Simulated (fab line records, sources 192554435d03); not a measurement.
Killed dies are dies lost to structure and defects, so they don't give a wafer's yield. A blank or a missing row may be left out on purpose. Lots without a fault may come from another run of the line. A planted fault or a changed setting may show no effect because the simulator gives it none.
fab line records | flow n5_finfet
record lots=6 wafers=16 last_day=19
route steps=1938 shown BEOL_M4@1111 BEOL_M8@1367 BEOL_M15@1830 PASSIVATION@1936
lots that met no fault: from a run of the same line without faults
start_h: hours from the record's first day to the start of the lot's first wafer shown | wait_h: hours since the lot's step before | " the same as in the row above | L1.1+2: a row that stands for several wafers | - no value, or no start given | * or withheld: withheld | < > ~ a bound
route shown NAME@n: a module of which the file shows steps, and the number in the route of the first | usual: mean/standard deviation of fault-free wafers | same: alike in all rows | chamber/n: place in a boat | sites: the reading at each site | _std_site: their standard deviation | _edge_site: outer sites' mean less inner sites' | radius_mm: how far each site lies from the wafer's centre | mask NAME#n: copy n | behind: the tool/chamber that last shaped the wafer | hold: why the lot was held/for how many hours/how that ended | device: the transistor (n, p or np) that didn't switch | end of line: the same wafers' tests at the end of the route | a step without rows: its recipe alone | killed: dies lost to structure and defects at the first sort, not the wafer's yield | map: a wafer's dies, x killed, . not, _ none there
set.NAME: the setting as run; set.NAME@STEP: as run at that earlier step | model.NAME: the simulator's own value behind a step, which no gauge read
steps of the route over a sample of lots; a table a step, a row a wafer
services: from which hour (start_h, from the record's first day; less than 0 if before it) a tool's chamber was out of use, for how many hours, and why
## steps
# step N5_BEOL_M4_RC_MEAS_101
# usual DIBL_N=36.5/2.2 DIBL_P=36.9/2.9 IOFF_N=0.17/0.044 IOFF_P=0.22/0.052 ION_N=671/16 ION_P=461/10 SS_N=71.6/0.73 SS_P=73.5/0.79 VT_N=250/4.1 VT_P=-250/4.1
# columns lot.wafer tool chamber start_h wait_h DIBL_N[mV/V] DIBL_P[mV/V] IOFF_N[nA/um] IOFF_P[nA/um] ION_N[uA/um] ION_P[uA/um] SS_N[mV/dec] SS_P[mV/dec] VT_N[mV] VT_P[mV]
L505.1 prober-01 0 178.63 0.0 34.2 34.7 0.12 0.16 667 455 70.9 72.1 253 -255
L505.5 " 0 " " 35.1 37.1 0.13 0.19 674 463 71.0 72.9 252 -254
L505.6 " 0 " " 32.4 30.0 0.09 0.10 647 440 70.4 71.1 260 -262
L511.3 prober-01 0 213.08 0.3 37.5 38.7 0.20 0.24 692 466 72.0 74.6 246 -251
L511.4 " 0 " " 34.3 35.8 0.14 0.20 654 450 71.6 73.7 253 -252
L511.5 " 0 " " 36.0 36.9 0.16 0.20 671 457 72.1 73.9 251 -249
L513.2 prober-01 0 242.80 0.2 35.8 35.2 0.14 0.19 670 454 71.9 73.4 253 -253
L513.3 " 0 " " 37.1 38.6 0.16 0.24 652 453 72.5 73.8 248 -250
L513.6 " 0 " " 34.8 32.0 0.13 0.14 638 436 72.4 72.6 258 -258
L522.2 prober-02 0 290.77 0.2 34.6 35.2 0.13 0.19 662 461 71.6 72.9 252 -250
L522.3 " 0 " " 38.4 41.1 0.23 0.30 700 477 71.5 74.3 240 -246
L524.1 prober-02 0 296.85 0.0 38.8 40.5 0.21 0.25 686 460 72.5 73.7 245 -250
L524.5 " 0 " " 34.6 34.3 0.13 0.16 652 445 71.5 72.7 253 -253
L524.6 " 0 " " 36.5 37.3 0.18 0.20 669 453 71.7 73.7 245 -250
L528.4 prober-01 0 340.80 0.5 40.2 42.9 0.23 0.29 669 456 72.3 74.7 248 -247
L528.5 " 0 " " 42.3 44.0 0.28 0.33 702 471 73.4 75.0 242 -243
# step N5_BEOL_M8_INSPECT_30
# recipe mode=adi inspect_instrument=brightfield
# usual raw_defect_count=422/100
# columns lot.wafer tool chamber start_h wait_h raw_defect_count
L505.1 defect_inspect-01 - 218.10 0.1 416
L505.5 " - " " 508
L505.6 " - " " 273
L511.3 defect_inspect-01 - 246.73 0.0 503
L511.4 " - " " 448
L511.5 " - " " 525
L513.2 defect_inspect-02 - 277.10 0.0 255
L513.3 " - " " 334
L513.6 " - " " 288
L522.2 defect_inspect-02 - 332.11 0.0 436
L522.3 " - " " 313
L524.1 defect_inspect-01 - 340.73 0.1 525
L524.5 " - " " 465
L524.6 " - " " 530
L528.4 defect_inspect-02 - 378.28 0.0 424
L528.5 " - " " 506
# step N5_BEOL_M8_ETCH_65
# recipe chemistry=CF4 target=SiARC target_depth_a=156 mask_material=CAR-EUV time_s=26 ion_energy_ev=80 pressure_mtorr=40 source_w=545 bias_w=36 Ar_flow_sccm=100 cf4_flow_sccm=100 ends=cleared
# usual drypump_motor_current_A=5.6/0.55 etch_rf_on_time_s=26.4/0.94 oes_product_au=0.66/0.079 rf_vpp_V=183.9/1.1 showerhead_plenum_p_Torr=2.12/0.049 throttle_valve_pct=15.57/0.22
# columns lot.wafer tool chamber start_h wait_h drypump_motor_current_A etch_rf_on_time_s oes_product_au rf_hours_counter_h rf_vpp_V showerhead_plenum_p_Torr throttle_valve_pct
L505.1 rie_diel-02 1 218.18 0.0 5.8 26.1 0.64 149 184.8 2.13 15.81
L505.5 " 3 " " 5.3 25.0 0.82 - 185.4 2.20 15.68
L505.6 " 0 " " 6.2 26.9 0.58 - 185.3 2.19 16.02
L511.3 rie_diel-05 0 246.95 0.0 6.3 26.3 0.65 - 184.0 2.06 15.61
L511.4 " 1 " " 4.9 28.6 0.56 - 184.3 2.13 15.56
L511.5 " 1 " " 4.9 28.5 0.56 - 183.9 2.13 15.56
L513.2 rie_diel-05 1 277.18 0.0 4.9 27.9 0.57 222 183.7 2.13 15.59
L513.3 " 2 " " 5.9 26.4 0.70 85 182.7 2.09 15.47
L513.6 " 2 " " 6.0 26.5 0.69 - 181.4 2.09 15.46
L522.2 rie_diel-05 2 332.52 0.0 5.9 26.7 0.67 109 182.9 2.08 15.51
L522.3 " 0 " " 6.3 25.7 0.63 - 182.9 2.05 15.66
L524.1 rie_diel-05 1 340.81 0.0 4.9 28.0 0.54 246 182.8 2.12 15.63
L524.5 " 1 " " 4.9 28.1 0.55 - 182.7 2.12 15.62
L524.6 " 2 " " 5.9 26.7 0.67 - 183.2 2.08 15.53
L528.4 rie_diel-02 3 378.39 0.0 5.3 25.3 0.72 66 184.6 2.18 15.80
L528.5 " 2 " " 5.1 24.2 0.86 - 183.5 2.18 15.33
# step N5_BEOL_M8_STRIP_36
# recipe chemistry=N2/H2 power_w=450 temp_c=40 pressure_mtorr=20 rf_frequency_hz=6e+07 overash_fraction=0.3 bias_power_w=7 h2_frac=0.5 n2_flow_sccm=200 h2_flow_sccm=200
# usual drypump_motor_current_A=5.7/0.55 oes_product_au=0.78/0.085 rf_vpp_V=59.2/1.6 showerhead_plenum_p_Torr=2.51/0.078 throttle_valve_pct=23.5/0.4
# same overash_fraction=0.3
# columns lot.wafer tool chamber start_h wait_h drypump_motor_current_A oes_product_au rf_hours_counter_h rf_vpp_V showerhead_plenum_p_Torr throttle_valve_pct
L505.1 rie_diel-02 1 218.37 0.0 5.8 0.75 149 58.5 2.55 24.2
L505.5 " 3 " " 5.3 0.95 - 58.4 2.59 23.8
L505.6 " 0 " " 6.2 0.69 - 63.4 2.61 24.0
L511.3 rie_diel-05 0 247.23 0.0 6.3 0.76 - 58.1 2.41 23.1
L511.4 " 1 " " 4.9 0.69 - 61.5 2.52 23.4
L511.5 " 1 " " 4.9 0.69 - 59.0 2.52 23.4
L513.2 rie_diel-05 1 277.37 0.0 4.9 0.70 222 61.8 2.51 23.4
L513.3 " 2 " " 5.9 0.80 86 62.0 2.45 23.2
L513.6 " 2 " " 5.9 0.81 - 62.3 2.45 23.2
L522.2 rie_diel-05 2 332.79 0.0 5.9 0.78 109 54.8 2.44 23.2
L522.3 " 0 " " 6.3 0.75 - 58.0 2.39 23.1
L524.1 rie_diel-05 1 341.00 0.0 4.9 0.67 246 60.4 2.50 23.5
L524.5 " 1 " " 4.9 0.68 - 59.1 2.50 23.4
L524.6 " 2 " " 6.0 0.78 - 58.3 2.44 23.2
L528.4 rie_diel-02 3 378.57 0.0 5.3 0.83 66 58.8 2.56 23.9
L528.5 " 2 " " 5.1 0.97 - 57.4 2.63 24.1
# step N5_BEOL_M8_TRENCH_ETCH_37
# recipe chemistry=C4F6/O2 target_depth_a=934.78 target=SiCOH_lowk time_s=31.2 ion_energy_ev=250 pressure_mtorr=30 source_w=345 bias_w=185 Ar_flow_sccm=300 C4F6_flow_sccm=10 O2_flow_sccm=10
# usual drypump_motor_current_A=5.7/0.55 oes_product_au=0.78/0.088 rf_vpp_V=651/16 showerhead_plenum_p_Torr=2.83/0.067 throttle_valve_pct=20.92/0.24
# same time_s=31.2
# columns lot.wafer tool chamber start_h wait_h drypump_motor_current_A oes_product_au rf_hours_counter_h rf_vpp_V showerhead_plenum_p_Torr throttle_valve_pct
L505.1 rie_diel-02 1 218.41 - 5.8 0.75 149 665 2.86 21.26
L505.5 " 3 " " 5.3 0.94 - 634 2.90 21.00
L505.6 " 0 " " 6.2 0.69 - 683 2.93 21.37
L511.3 rie_diel-05 0 247.29 - 6.3 0.76 - 639 2.75 20.94
L511.4 " 1 " " 4.9 0.67 - 655 2.86 20.93
L511.5 " 1 " " 4.9 0.67 - 654 2.86 20.93
L513.2 rie_diel-05 1 277.41 - 4.9 0.66 222 653 2.85 20.94
L513.3 " 2 " " 5.9 0.81 86 629 2.78 20.78
L513.6 " 2 " " 5.9 0.80 - 630 2.77 20.80
L522.2 rie_diel-05 2 332.85 - 5.9 0.78 109 631 2.76 20.84
L522.3 " 0 " " 6.3 0.56 - 641 2.73 20.92
L524.1 rie_diel-05 1 341.04 - 4.9 0.65 246 653 2.84 20.99
L524.5 " 1 " " 4.9 0.66 - 655 2.84 20.98
L524.6 " 2 " " 5.9 0.60 - 629 2.76 20.76
L528.4 rie_diel-02 3 378.61 - 5.3 0.82 66 633 2.87 21.10
L528.5 " 2 " " 5.1 0.99 - 655 2.91 20.77
# step N5_BEOL_M8_OCD_MEAS_38
# usual trench_depth_nm=92.2/2
# columns lot.wafer tool chamber start_h wait_h trench_depth_nm
L505.1 ocd-01 - 218.56 - 92.6
L505.5 " - " " 93.8
L505.6 " - " " 90.9
L511.3 ocd-01 - 247.49 - 93.9
L511.4 " - " " 89.1
L511.5 " - " " 88.7
L513.2 ocd-01 - 277.56 - 88.4
L513.3 " - " " 90.8
L513.6 " - " " 88.9
L522.2 ocd-01 - 333.07 - 90.7
L522.3 " - " " 57.5
L524.1 ocd-01 - 341.19 - 89.9
L524.5 " - " " 89.0
L524.6 " - " " 55.8
L528.4 ocd-01 - 378.77 - 92.7
L528.5 " - " " 97.1
# step N5_BEOL_M8_THK_MEAS_53
# recipe thk_meas_gauge=xrf reads=Cu_of_BEOL_M8_ECD_50
# usual M8_THK=79.5/2.5
# columns lot.wafer tool chamber start_h wait_h M8_THK[nm]
L505.1 film_metro-01 - 222.77 - 79.4
L505.5 " - " " 82.1
L505.6 " - " " 81.2
L511.3 film_metro-02 - 251.17 - 79.6
L511.4 " - " " 76.7
L511.5 " - " " 76.8
L513.2 film_metro-02 - 279.57 - 75.8
L513.3 " - " " 75.9
L513.6 " - " " 74.9
L522.2 film_metro-02 - 336.07 - 77.6
L522.3 " - " " 45.0
L524.1 film_metro-01 - 343.54 - 75.1
L524.5 " - " " 76.7
L524.6 " - " " 40.6
L528.4 film_metro-02 - 382.71 - 80.1
L528.5 " - " " 81.4
# step N5_BEOL_M8_RS_MEAS_57
# recipe thk_meas_gauge=four-point-probe reads=Cu_of_BEOL_M8_ECD_50+Co_of_BEOL_M8_CVD_78+TaN_of_BEOL_M8_ALD_77
# usual M8_RS=0.291/0.01
# columns lot.wafer tool chamber start_h wait_h M8_RS[ohm/sq]
L505.1 film_metro-02 - 222.90 0.1 0.291
L505.5 " - " " 0.280
L505.6 " - " " 0.283
L511.3 film_metro-02 - 251.30 0.1 0.290
L511.4 " - " " 0.297
L511.5 " - " " 0.300
L513.2 film_metro-02 - 279.71 0.1 0.307
L513.3 " - " " 0.305
L513.6 " - " " 0.310
L522.2 film_metro-01 - 336.21 0.1 0.299
L522.3 " - " " 0.582
L524.1 film_metro-01 - 343.67 0.1 0.308
L524.5 " - " " 0.301
L524.6 " - " " 0.660
L528.4 film_metro-02 - 382.85 0.0 0.286
L528.5 " - " " 0.280
# step N5_BEOL_M15_RC_MEAS_101
# usual COMB_M10=1.5e-11/3.1e-12 COMB_M11=1.5e-11/3.1e-12 COMB_M12=6.1e-12/1.4e-12 COMB_M13=4.5e-12/9.9e-13 COMB_M14=3.5e-12/8.8e-13 COMB_M15=2.1e-12/7.1e-13 COMB_M5=3.6e-11/7.6e-12 COMB_M6=2.4e-11/5.1e-12 COMB_M7=2.6e-11/5.7e-12 COMB_M9=1.42e-11/2.7e-12 SERP_M10=3.10/0.1 SERP_M11=3.07/0.1 SERP_M12=0.639/0.017 SERP_M13=0.305/0.0052 SERP_M14=0.162/0.0062 SERP_M5=37.5/2.1 SERP_M6=14.4/0.77 SERP_M7=13.7/0.64 SERP_M8=14.2/0.66 SERP_M8_max_site=14.8/0.71 SERP_M9=3.08/0.11
# columns lot.wafer tool chamber start_h wait_h COMB_M10[S/m] COMB_M11[S/m] COMB_M12[S/m] COMB_M13[S/m] COMB_M14[S/m] COMB_M15[S/m] COMB_M5[S/m] COMB_M6[S/m] COMB_M7[S/m] COMB_M9[S/m] SERP_M10[ohm/um] SERP_M11[ohm/um] SERP_M12[ohm/um] SERP_M13[ohm/um] SERP_M14[ohm/um] SERP_M5[ohm/um] SERP_M6[ohm/um] SERP_M7[ohm/um] SERP_M8[ohm/um] SERP_M8_max_site[ohm/um] SERP_M9[ohm/um]
L505.1 prober-01 0 271.53 0.3 1.6e-11 1.9e-11 6.3e-12 4e-12 4.2e-12 2.4e-12 4.8e-11 2.2e-11 2.9e-11 1.41e-11 3.09 3.23 0.646 0.303 0.163 38.2 15.2 13.3 14.0 14.3 3.33
L505.5 " 0 " " 1.8e-11 1.3e-11 7.8e-12 5.4e-12 3.5e-12 3.3e-12 3.8e-11 2.2e-11 3.3e-11 1.25e-11 3.06 3.21 0.641 0.310 0.164 33.8 14.2 14.4 13.9 14.2 3.01
L505.6 " 0 " " 1.8e-11 1.6e-11 6.3e-12 4.6e-12 3.1e-12 2.2e-12 3.2e-11 2.4e-11 3.4e-11 1.24e-11 3.12 3.14 0.609 0.314 0.152 36.7 13.4 14.1 14.4 14.9 3.23
L511.3 prober-02 0 312.59 0.3 2.1e-11 1.3e-11 5.3e-12 4.1e-12 2.7e-12 2.9e-12 3e-11 3.1e-11 3.1e-11 1.69e-11 3.29 3.35 0.658 0.295 0.176 36.1 14.3 14.3 14.3 14.9 2.94
L511.4 " 0 " " 1.8e-11 1.1e-11 6.2e-12 4.6e-12 2.1e-12 1.8e-12 4.5e-11 2.6e-11 2e-11 1.35e-11 3.04 2.95 0.661 0.300 0.165 38.2 13.9 13.6 15.5 15.9 3.27
L511.5 " 0 " " 1.4e-11 1.5e-11 3.6e-12 4.1e-12 2.1e-12 1.7e-12 3e-11 2.1e-11 2.5e-11 1.26e-11 3.18 3.15 0.638 0.295 0.175 37.8 13.9 14.6 14.6 15.2 3.18
L513.2 prober-02 0 335.87 0.2 1.7e-11 1.4e-11 5.7e-12 4.9e-12 3.6e-12 2e-12 4e-11 2.6e-11 2.1e-11 1.91e-11 3.10 3.01 0.641 0.298 0.153 35.8 14.6 13.8 15.5 16.2 3.19
L513.3 " 0 " " 1.3e-11 1.5e-11 7.8e-12 7e-12 3e-12 2e-12 2.4e-11 3e-11 2.8e-11 1.07e-11 3.10 2.93 0.609 0.313 0.163 40.0 12.9 13.3 15.5 16.1 3.29
L513.6 " 0 " " 2.1e-11 1.6e-11 4.6e-12 3e-12 2.8e-12 2.1e-12 4.8e-11 2.5e-11 1.5e-11 1.15e-11 3.14 3.07 0.642 0.303 0.164 36.8 15.8 14.3 15.6 16.0 2.99
L522.2 prober-02 0 385.08 0.2 1.5e-11 1.2e-11 5.2e-12 3.9e-12 3.7e-12 1.4e-12 3.5e-11 3e-11 2.3e-11 1.28e-11 3.08 3.16 0.649 0.304 0.155 39.4 13.5 12.3 15.3 15.8 3.13
L522.3 " 0 " " 1.3e-11 1e-11 6.2e-12 3.9e-12 3.2e-12 1e-12 5.2e-11 2.3e-11 2.2e-11 1.41e-11 3.09 3.18 0.613 0.307 0.157 35.3 14.1 13.6 26.8 28.0 2.99
L524.1 prober-01 0 396.93 0.0 1.3e-11 1.8e-11 6.3e-12 3.6e-12 3.3e-12 3.9e-12 2.6e-11 2.4e-11 2.3e-11 1.61e-11 3.12 3.02 0.622 0.298 0.146 32.2 13.6 15.0 14.9 15.6 3.07
L524.5 " 0 " " 1.4e-11 1.4e-11 5.1e-12 4.9e-12 3.9e-12 2.4e-12 3.8e-11 2.3e-11 2.6e-11 1.47e-11 3.19 3.06 0.655 0.302 0.166 38.9 15.1 14.1 15.2 15.8 3.00
L524.6 " 0 " " 2e-11 1e-11 8e-12 3.7e-12 6.6e-12 2.3e-12 2.9e-11 2.9e-11 2.4e-11 2.16e-11 2.94 3.07 0.672 0.308 0.160 35.0 14.6 13.7 30.8 32.9 3.11
L528.4 prober-02 0 432.45 0.5 1.5e-11 1.3e-11 7.1e-12 3.4e-12 3e-12 2.7e-12 3.1e-11 3.5e-11 2.4e-11 1.54e-11 3.19 3.08 0.615 0.302 0.161 42.8 14.3 14.2 13.8 15.0 3.01
L528.5 " 0 " " 1.4e-11 1.1e-11 5.7e-12 3.9e-12 2.2e-12 2.3e-12 3.2e-11 2.3e-11 2e-11 1.49e-11 3.03 3.01 0.637 0.308 0.160 36.1 13.9 13.5 14.5 15.0 2.95
# sites SERP_M8 radius_mm=0,75,75,75,75,140,140,140,140
L505.1 14.0 14.0 14.3 13.9 14.1 13.8 14.2 13.8 14.3
L511.3 14.0 13.8 14.0 14.1 14.4 14.6 14.9 14.3 14.9
L513.2 16.2 15.5 16.0 15.8 15.7 14.7 14.6 14.3 15.0
L522.2 15.8 15.5 15.4 15.6 15.3 14.2 14.2 13.9 13.8
L524.1 15.6 15.3 15.2 15.6 14.9 14.8 14.4 14.2 14.3
L528.4 12.9 13.6 13.8 13.5 13.6 14.7 14.6 14.8 15.0
# step N5_PASSIVATION_PROBE_49
# usual defect_limited_yield=91.3/1.4 killed_at_M0_to_M3=36/10 killed_at_M4_up=13/5.4 killed_at_contacts=12/5.3 killed_at_front_end=39/10 killed_at_other=3.2/2.7 killed_dies=103/16 killed_on_rim=13/4 killed_open=68/13 killed_short=33/6.6 sort_bin_4_leakage=0.01/0.031 sort_bin_5_function=5.1/0.92 sort_bin_6_memory=3.3/0.68 sort_bin_8_speed=0.1/0.41 sort_n_pass=1077/17
# same gross_dies=1180 killed_at_back_side=0
# columns lot.wafer tool chamber start_h wait_h defect_limited_yield[%] killed_at_M0_to_M3 killed_at_M4_up killed_at_contacts killed_at_front_end killed_at_other killed_dies killed_on_rim killed_open killed_short sort_bin_4_leakage[%] sort_bin_5_function[%] sort_bin_6_memory[%] sort_bin_8_speed[%] sort_n_pass
L505.1 prober-01 - 290.89 0.0 91.8 37 6 23 31 0 97 12 63 33 0 4.7 3.2 0 1083
L505.5 prober-01 - 291.09 0.2 91.0 45 8 11 39 3 106 7 69 34 0 4.9 3.5 0 1074
L505.6 prober-01 - 291.14 0.3 91.4 51 8 11 31 1 102 15 67 34 0 5.9 2.4 0.2 1076
L511.3 prober-01 - 325.48 0.1 90.2 53 16 9 37 1 116 17 66 47 0 6.1 3.4 0.1 1064
L511.4 prober-01 - 325.53 0.2 92.0 47 6 6 30 5 94 17 56 37 0 4.6 3.1 0 1086
L511.5 prober-01 - 325.58 0.2 90.4 51 18 13 23 8 113 10 77 34 0 5.8 3.7 0 1067
L513.2 prober-01 - 349.54 0.8 88.6 43 12 20 58 2 135 11 95 39 0 7.3 3.9 0 1045
L513.3 prober-01 - 349.59 0.9 90.8 31 11 5 56 6 109 13 64 42 0 5.4 3.6 0 1071
L513.6 prober-01 - 349.74 1.0 91.3 30 7 6 60 0 103 11 70 31 0 5.2 3.1 4.6 1023
L522.2 prober-01 - 402.41 0.1 94.0 19 13 9 29 1 71 3 54 16 0 4.2 1.6 0 1109
L522.3 prober-01 - 402.46 0.1 85.1 32 67 23 50 4 176 18 74 37 0 6.0 3.1 5.5 1004
L524.1 prober-02 - 412.14 0.0 90.8 45 15 6 40 2 108 14 67 37 0 5.8 3.1 0 1072
L524.5 prober-02 - 412.34 0.2 90.8 30 10 16 48 4 108 18 70 38 0 5.0 3.6 0 1072
L524.6 prober-02 - 412.39 0.3 74.2 34 205 12 48 5 304 31 83 35 0 5.5 4.2 15.8 876
L528.4 prober-02 - 449.82 0.2 91.6 28 17 11 40 3 99 11 69 26 0 4.6 3.4 0.1 1081
L528.5 prober-02 - 449.87 0.2 94.2 28 3 11 23 4 69 7 39 24 0.25 3.3 2.4 0 1108
# killed by level:class
L505.1 MOL_CONTACT_COAG:geometric_particle:open=19 BEOL_M0_SAQP:geometric_particle:open=9 GATE_CUT:geometric_particle:short=8 BEOL_M3:geometric_particle:open=7 BEOL_M0_SAQP:geometric_particle:short=6 FIN_SAQP:geometric_particle:open=5 FIN_SAQP:geometric_particle:short=5 BEOL_M2:geometric_particle:open=5
L505.5 FIN_SAQP:geometric_particle:open=13 MOL_CONTACT_COAG:geometric_particle:open=10 BEOL_M3:geometric_particle:open=9 BEOL_M0_SAQP:geometric_particle:open=8 BEOL_M0:geometric_particle:short=8 BEOL_M0_SAQP:geometric_particle:short=6 FIN_SAQP:geometric_particle:short=5 STI_FIN_REVEAL:geometric_particle:open=4
L505.6 MOL_CONTACT_COAG:geometric_particle:open=10 BEOL_M2:geometric_particle:open=10 BEOL_M0_SAQP:geometric_particle:short=8 STI_FIN_REVEAL:geometric_particle:open=7 BEOL_M0_SAQP:geometric_particle:open=7 BEOL_M3:geometric_particle:open=7 GATE_CUT:geometric_particle:short=6 BEOL_M0:geometric_particle:short=5
L511.3 BEOL_M0_SAQP:geometric_particle:open=12 BEOL_M0_SAQP:geometric_particle:short=11 BEOL_M4:geometric_particle:open=8 ILD0:geometric_particle:short=7 MOL_CONTACT_COAG:geometric_particle:open=7 BEOL_M1:geometric_particle:open=7 FIN_SAQP:geometric_particle:open=6 GATE_CUT:geometric_particle:short=5
L511.4 BEOL_M1:geometric_particle:open=13 BEOL_M0_SAQP:geometric_particle:short=10 FIN_SAQP:geometric_particle:short=8 BEOL_M0_SAQP:geometric_particle:open=8 FIN_SAQP:geometric_particle:open=7 BEOL_M3:geometric_particle:open=7 GATE_CUT:geometric_particle:short=5 MOL_CONTACT_COAG:geometric_particle:open=5
L511.5 MOL_CONTACT_COAG:geometric_particle:open=10 BEOL_M0_SAQP:geometric_particle:open=9 BEOL_M3:geometric_particle:open=9 BEOL_M0_SAQP:geometric_particle:short=8 BEOL_M1:geometric_particle:open=8 FIN_SAQP:geometric_particle:open=6 BEOL_M4:geometric_particle:open=6 BEOL_M0:geometric_particle:short=5
L513.2 FIN_SAQP:geometric_particle:open=17 MOL_CONTACT_COAG:geometric_particle:open=16 BEOL_M2:geometric_particle:open=13 STI_FIN_REVEAL:geometric_particle:open=9 BEOL_M3:geometric_particle:open=9 FIN_SAQP:geometric_particle:short=6 BEOL_M4:geometric_particle:open=6 DUMMY_GATE:geometric_particle:open=4
L513.3 FIN_SAQP:geometric_particle:open=10 GATE_CUT:geometric_particle:short=8 ILD0:geometric_particle:open=8 BEOL_M2:geometric_particle:open=7 FIN_SAQP:geometric_particle:short=6 BEOL_M1:geometric_particle:open=6 STI_FIN_REVEAL:geometric_particle:open=5 BEOL_M0_SAQP:geometric_particle:short=5
L513.6 FIN_SAQP:geometric_particle:open=25 FIN_SAQP:geometric_particle:short=10 MOL_CONTACT_COAG:geometric_particle:open=6 BEOL_M3:geometric_particle:open=6 BEOL_M0_SAQP:geometric_particle:short=5 BEOL_M1:geometric_particle:open=5 BEOL_M2:geometric_particle:open=5 BEOL_M0_SAQP:geometric_particle:open=4
L522.2 STI_FIN_REVEAL:geometric_particle:open=11 BEOL_M4:geometric_particle:open=8 MOL_CONTACT_COAG:geometric_particle:open=6 ILD0:geometric_particle:open=4 BEOL_M0_SAQP:geometric_particle:short=4 BEOL_M0:geometric_particle:open=4 BEOL_M2:geometric_particle:open=4 MOL_CONTACT_COAG:geometric_particle:short=3
L522.3 BEOL_M8:area_ecd=65 MOL_CONTACT_COAG:geometric_particle:open=17 FIN_SAQP:geometric_particle:short=10 STI_FIN_REVEAL:geometric_particle:open=10 BEOL_M1:geometric_particle:open=10 BEOL_M2:geometric_particle:open=10 FIN_SAQP:geometric_particle:open=8 GATE_CUT:geometric_particle:short=7
L524.1 BEOL_M1:geometric_particle:open=13 BEOL_M3:geometric_particle:open=13 FIN_SAQP:geometric_particle:short=9 FIN_SAQP:geometric_particle:open=9 BEOL_M4:geometric_particle:open=8 STI_FIN_REVEAL:geometric_particle:open=6 BEOL_M2:geometric_particle:short=5 BEOL_M0_SAQP:geometric_particle:short=4
L524.5 STI_FIN_REVEAL:geometric_particle:open=14 MOL_CONTACT_COAG:geometric_particle:open=14 BEOL_M1:geometric_particle:open=8 FIN_SAQP:geometric_particle:short=7 FIN_SAQP:geometric_particle:open=6 BEOL_M0_SAQP:geometric_particle:short=6 BEOL_M0_SAQP:geometric_particle:open=5 ILD0:geometric_particle:short=4
L524.6 BEOL_M8:area_ecd=186 STI_FIN_REVEAL:geometric_particle:open=14 FIN_SAQP:geometric_particle:short=12 MOL_CONTACT_COAG:geometric_particle:open=12 FIN_SAQP:geometric_particle:open=11 BEOL_M4:geometric_particle:open=11 BEOL_M0_SAQP:geometric_particle:open=7 BEOL_M1:geometric_particle:open=7
L528.4 STI_FIN_REVEAL:geometric_particle:open=15 MOL_CONTACT_COAG:geometric_particle:open=11 BEOL_M0_SAQP:geometric_particle:short=7 FIN_SAQP:geometric_particle:open=6 BEOL_M0_SAQP:geometric_particle:open=6 BEOL_M3:geometric_particle:open=6 GATE_CUT:geometric_particle:short=4 BEOL_M5:geometric_particle:open=4
L528.5 MOL_CONTACT_COAG:geometric_particle:open=7 GATE_CUT:geometric_particle:short=6 STI_FIN_REVEAL:geometric_particle:open=5 BEOL_M0_SAQP:geometric_particle:short=5 BEOL_M0_SAQP:geometric_particle:open=4 BEOL_M1:geometric_particle:open=4 BEOL_M3:geometric_particle:short=4 BEOL_M3:geometric_particle:open=4
## services
# columns tool chamber start_h hours kind
rie_diel-05 3 211.18 8.2 repair
rie_diel-05 3 228.10 - clean
rie_diel-05 3 228.10 - consumable_replace:esc
rie_diel-05 3 228.10 - consumable_replace:focus_ring
rie_diel-05 3 228.10 26.0 scheduled_down
rie_diel-05 3 228.10 26.0 vent_cycle
rie_diel-05 1 231.51 7.3 repair
rie_diel-02 0 271.52 9.9 repair
rie_diel-02 0 281.47 - clean
rie_diel-02 0 281.47 - consumable_replace:focus_ring
rie_diel-02 0 281.47 15.5 scheduled_down
rie_diel-02 0 281.47 15.5 vent_cycle
rie_diel-02 3 287.60 16.7 repair
rie_diel-02 2 321.25 - clean
rie_diel-02 2 321.25 - consumable_replace:focus_ring
rie_diel-02 2 321.25 26.4 scheduled_down
rie_diel-02 2 321.25 26.4 vent_cycle
rie_diel-02 1 334.26 5.1 repair
rie_diel-05 2 374.65 24.2 repair
## key
first_sign step=N5_BEOL_M8_OCD_MEAS_38 reading=trench_depth_nm direction=down sigmas=18 usual=92.2 struck=56.6
effect step=N5_BEOL_M8_THK_MEAS_53 reading=M8_THK direction=down sigmas=15 usual=79.5 struck=42.8
effect step=N5_BEOL_M8_RS_MEAS_57 reading=M8_RS direction=up sigmas=32 usual=0.291 struck=0.621
effect step=N5_BEOL_M15_RC_MEAS_101 reading=SERP_M8 direction=up sigmas=22 usual=14.2 struck=28.8
effect step=N5_PASSIVATION_PROBE_49 reading=sort_bin_8_speed direction=up sigmas=26 usual=0.1 struck=10.6
more_kills_born_at N5_BEOL_M8_ECD_50@ecd_cu-01=186 N5_BEOL_M8_ECD_50@ecd_cu-02=65
met_at N5_BEOL_M8_TRENCH_ETCH_37
struck_lots L522,L524
struck_wafers L522.3,L524.6
not_acting_at N5_BEOL_M8_INSPECT_30,N5_BEOL_M8_ETCH_65,N5_BEOL_M8_STRIP_36
onset_between 277.41 332.85
fault kind=process_parameter_drift tool=rie_diel-05 chamber=- onset_h=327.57 steps=N5_BEOL_M8_TRENCH_ETCH_37 channel=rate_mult offset=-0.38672 shape=step end_h=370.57 scope=struck_wafers_only
